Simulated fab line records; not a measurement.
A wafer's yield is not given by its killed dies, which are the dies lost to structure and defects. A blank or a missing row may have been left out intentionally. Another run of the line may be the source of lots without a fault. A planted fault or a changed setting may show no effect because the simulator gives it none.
Matching of chambers -- flow nandHarc -- 3 sister chambers for NHARC_P_M0_PRE_CLEAN_31 on pecvd-03
The step time 12 s. 14 wafers are shown with their chamber, then 7 later ones without.

## EACH WAFER AND ITS CHAMBER
wafer,chamber,heaterPowerW (W)
L075.1,1,568
L075.3,0,682
L075.4,0,694
L077.3,2,569
L077.5,1,619
L077.6,2,555
L088.1,0,703
L088.2,1,688
L088.5,2,565
L088.3,2,553
L088.4,0,718
L088.6,1,652
L089.3,2,552
L089.4,1,620

SIGNATURES (averages over the wafers above)
reading,chamber 0,chamber 1,chamber 2,scatter within a chamber
heaterPowerW,699.25,629.40,558.80,28.3
Rule: distance of a wafer from a chamber = root of the sum over the readings of ((wafer's reading minus chamber's mean) / reading's scatter) squared. If the next closest chamber is less than 2 further off than the closest, the wafer can't be placed; otherwise it belongs to the closest. The scatter is the square root of a quotient: the sum, over the shown wafers, of each reading's squared deviation from its chamber's mean, divided by wafers minus chambers.

## WAFERS WITH NO CHAMBER GIVEN
wafer,heaterPowerW (W)
L089.5,547
L092.3,559
L092.4,659
L092.5,604
L093.2,625
L093.3,639
L093.4,661

## WHICH CHAMBER EACH WENT THROUGH
wafer,from the rows above,in truth
L089.5,2,2
L092.3,2,2
L092.4,can't be placed: 1 or 0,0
L092.5,can't be placed: 1 or 2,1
L093.2,1,1
L093.3,can't be placed: 1 or 0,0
L093.4,can't be placed: 1 or 0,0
Placed correctly: 3 of 7. These rows do not allow placing 4 (true chamber among the candidates in 4). 0 placed wrongly.
